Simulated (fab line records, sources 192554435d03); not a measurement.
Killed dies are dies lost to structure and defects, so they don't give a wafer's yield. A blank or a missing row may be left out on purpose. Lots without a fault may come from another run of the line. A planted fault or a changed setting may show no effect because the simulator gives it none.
Chamber matching | flow n5_finfet | N5_PMOS_HMC_CHANNEL_EPI_HM_OPEN_15 on rie_diel-03: 3 sister chambers
The step chemistry CHF3/O2, target SiO2, target depth 40.6 nm, time 20.3 s. 14 wafers are shown with their chamber, then 6 later ones without.

WAFERS WITH THEIR CHAMBER
wafer  | chamber | showerhead_plenum_p_Torr (Torr) | throttle_valve_pct (%) | drypump_motor_current_A (A)
L079.1 | 3       | 2.28                            | 19.41                  | 6.0
L079.3 | 0       | 2.43                            | 19.00                  | 5.4
L079.5 | 0       | 2.43                            | 19.00                  | 5.4
L082.1 | 0       | 2.43                            | 19.01                  | 5.4
L082.3 | 3       | 2.28                            | 19.42                  | 6.1
L082.5 | 0       | 2.43                            | 19.01                  | 5.4
L085.2 | 2       | 2.45                            | 18.62                  | 6.2
L085.5 | 2       | 2.45                            | 18.62                  | 6.2
L085.6 | 0       | 2.43                            | 19.02                  | 5.4
L086.3 | 2       | 2.45                            | 18.61                  | 6.2
L086.4 | 0       | 2.43                            | 19.01                  | 5.4
L086.5 | 2       | 2.45                            | 18.64                  | 6.2
L088.2 | 3       | 2.28                            | 19.45                  | 6.1
L088.3 | 0       | 2.42                            | 19.03                  | 5.4

SIGNATURES (means of the wafers above)
reading                  | chamber 0 | chamber 2 | chamber 3 | scatter within a chamber
showerhead_plenum_p_Torr | 2.4286    | 2.4500    | 2.2800    | 0.00279
throttle_valve_pct       | 19.0114   | 18.6225   | 19.4267   | 0.0136
drypump_motor_current_A  | 5.400     | 6.200     | 6.067     | 0.0246
Rule: a wafer's distance from a chamber is the root of the sum, over the readings, of the square of ((its reading less the chamber's mean) divided by the reading's scatter). The wafer belongs to the nearest chamber; if the next one is less than 2 further off, it can't be placed. The scatter: the root of (the sum of the squares of (reading less its chamber's mean) over the shown wafers, divided by (wafers less chambers)).

WAFERS WITHOUT THEIR CHAMBER
wafer  | showerhead_plenum_p_Torr (Torr) | throttle_valve_pct (%) | drypump_motor_current_A (A)
L088.5 | 2.45                            | 18.65                  | 6.2
L090.1 | 2.27                            | 19.45                  | 6.1
L090.2 | 2.42                            | 19.04                  | 5.4
L090.3 | 2.45                            | 18.65                  | 6.2
L097.3 | 2.44                            | 18.67                  | 6.2
L097.6 | 2.57                            | 18.98                  | 6.1

WHICH CHAMBER EACH WENT THROUGH
wafer  | from the rows above | in truth
L088.5 | 2                   | 2
L090.1 | 3                   | 3
L090.2 | 0                   | 0
L090.3 | 2                   | 2
L097.3 | 2                   | 2
L097.6 | 2                   | 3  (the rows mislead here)
Placed correctly: 5 of 6. Can't be placed from these rows: 0. Placed wrongly: 1.
